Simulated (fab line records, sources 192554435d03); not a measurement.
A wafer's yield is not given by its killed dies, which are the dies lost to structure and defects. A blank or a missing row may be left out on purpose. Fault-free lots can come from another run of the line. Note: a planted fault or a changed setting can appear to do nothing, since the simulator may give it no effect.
Split-lot trial ; flow n5-finfet ; 39 wafers read from 7 lots, route of 1938 steps

== ON THE SPLIT ==
At N5_BEOL_M14_ILD_DEP_00 (deposits SiO2 from TEOS/O2, target thk 1119.3 nm, time 237.4 s), the setting time-s was moved away from the recipe's 237.4 s on 18 of the 39 wafers read, by -56.2% to +57.7%. All remaining wafers had this setting at the recipe value.

== FROM THE SPLIT TO THE READING: what the file shows between them, 10 steps ==
- N5_BEOL_M14_THK_MEAS_01
- N5_BEOL_M14_COAT_58: time 60 s, resist thk 89 nm
- N5_BEOL_M14_COAT_04: resist thk 800 nm
- N5_BEOL_M14_DESCUM_15: chemistry O2, time 7.9 s
- N5_BEOL_M14_ETCH_59: etches BARC in N2/H2, target depth 89 nm, overetch 26.7 nm, time 67.9 s
- N5_BEOL_M14_VIA_ETCH_16: etches SiO2 in C4F8/O2/Ar, target depth 1231.3 nm
- N5_BEOL_M14_STRIP_63: strips in O2
- N5_BEOL_M14_STRIP_64: strips in O2
- N5_BEOL_M14_STRIP_71: strips in post etch residue remover, time 60 s
- N5_BEOL_M14_SRD_72: time 30 s, dry time 30 s

== THE READING ==
Shown in nm: cd-nm at N5_BEOL_M14_CD_MEAS_17, with target cd 250 nm. Typical for fault-free wafers on this fab line: 250.1 nm, with standard deviation 1.6 nm.

wafer;tool, chamber at the split;time-s as run, s;against the recipe;cd-nm, nm;against lot-mates on the recipe
L078.1;pecvd-02, 2;237.4;recipe;248.6;-
L078.2;pecvd-02, 0;237.4;recipe;246.4;-
L078.3;pecvd-02, 1;108.5;-54.3%;242.2;-6.1
L078.4;pecvd-02, 1;237.4;recipe;249.8;-
L078.5;pecvd-02, 2;108.5;-54.3%;242.3;-6.0
L078.6;pecvd-02, 0;108.5;-54.3%;244.2;-4.1
L080.1;pecvd-01, 0;316.9;+33.5%;252.0;+1.3
L080.2;pecvd-01, 2;316.9;+33.5%;256.7;+6.0
L080.3;pecvd-01, 1;237.4;recipe;250.4;-
L080.4;pecvd-01, 2;316.9;+33.5%;254.1;+3.4
L080.5;pecvd-01, 0;237.4;recipe;251.9;-
L080.6;pecvd-01, 1;237.4;recipe;249.7;-
L082.1;pecvd-02, 2;317.4;+33.7%;252.2;+2.2
L082.2;pecvd-02, 1;237.4;recipe;250.3;-
L082.3;pecvd-02, 0;237.4;recipe;250.8;-
L082.4;pecvd-02, 2;317.4;+33.7%;255.1;+5.1
L082.5;pecvd-02, 0;237.4;recipe;248.9;-
L082.6;pecvd-02, 1;317.4;+33.7%;254.3;+4.3
L086.1;pecvd-02, 0;153.7;-35.3%;246.3;-6.1
L086.2;pecvd-02, 2;237.4;recipe;251.5;-
L086.3;pecvd-02, 1;153.7;-35.3%;248.5;-3.9
L086.4;pecvd-02, 2;153.7;-35.3%;249.4;-3.0
L086.5;pecvd-02, 1;237.4;recipe;252.2;-
L086.6;pecvd-02, 0;237.4;recipe;253.5;-
L085.1;pecvd-01, 0;374.4;+57.7%;255.9;+4.6
L085.2;pecvd-01, 2;237.4;recipe;250.6;-
L085.3;pecvd-01, 1;374.4;+57.7%;257.2;+5.9
L085.4;pecvd-01, 2;237.4;recipe;251.6;-
L085.5;pecvd-01, 0;237.4;recipe;251.8;-
L085.6;pecvd-01, 1;374.4;+57.7%;258.8;+7.5
L089.2;pecvd-01, 1;237.4;recipe;251.4;-
L089.3;pecvd-01, 0;237.4;recipe;250.7;-
L089.6;pecvd-01, 0;237.4;recipe;250.7;-
L092.1;pecvd-01, 2;104;-56.2%;242.2;-6.7
L092.2;pecvd-01, 1;104;-56.2%;242.2;-6.7
L092.3;pecvd-01, 0;237.4;recipe;248.0;-
L092.4;pecvd-01, 0;237.4;recipe;250.0;-
L092.5;pecvd-01, 2;237.4;recipe;248.7;-
L092.6;pecvd-01, 1;104;-56.2%;244.9;-4.0

FIT RESULTS
A straight line over all 39 wafers: cd-nm changes by +0.119 nm for each +1% of time-s; r = +0.92; the points scatter about the line by 1.6 nm.
The same after taking each lot's own level away (the mean of its wafers on the recipe; 39 wafers): +0.106 nm for each +1%; r = +0.95; scatter 1.2 nm.
On that fit, the largest move of time-s shifts the reading by 6.1 nm.
The lots' own levels span 248.27 to 252.40 nm, that is 2.6 times the standard deviation above.
Thus the slope moves with the lot-to-lot level: the two fits are different.
Check: with one of the wafers moved furthest among these (+57.7%) left out of the fit, the line predicts +6.3 nm for it against its lot-mates. Against them it came out at +4.57 nm.

== OTHER SPLITS ON THESE WAFERS ==
Other splits were also applied to these wafers ahead of the reading. Each is held against what the fit with the lots' levels taken away leaves over:
other split on the same wafers;wafers away from the commonest value;r with cd-nm (lot level and that fit taken away)
N5_BEOL_M10_TRENCH_ETCH_37 target-depth-a;12;+0.11

== THE WHOLE CHAIN: every reading that the file lists as answering this split, in the file's order ==
step;what it does;reading;change (the file's fit);r (the file's)
N5_BEOL_M14_ILD_DEP_00;deposits SiO2 from TEOS/O2, target thk 1119.3 nm, time 237.4 s;SiO2_of_BEOL_M14_ILD_DEP_00.thk-nm (the simulator's own value, which no gauge read);+11.1 nm for each +1% of the setting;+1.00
N5_BEOL_M14_THK_MEAS_01;;M14_ILD_THK;+11.1 for each +1% of the setting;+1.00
N5_BEOL_M14_VIA_ETCH_16;etches SiO2 in C4F8/O2/Ar, target depth 1231.3 nm;etch.depth-nm (the simulator's own value, which no gauge read);+11.1 nm for each +1% of the setting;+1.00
N5_BEOL_M14_VIA_ETCH_16;etches SiO2 in C4F8/O2/Ar, target depth 1231.3 nm;coat_of_BEOL_M14_COAT_04.thk-nm (the simulator's own value, which no gauge read);-2.59 nm for each +1% of the setting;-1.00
N5_BEOL_M14_CD_MEAS_17;target cd 250 nm;cd-nm;+0.105 nm for each +1% of the setting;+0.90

== FILE'S OWN FIT ==
cd-nm changes by +0.105 nm for each +1% of time-s, r = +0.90.
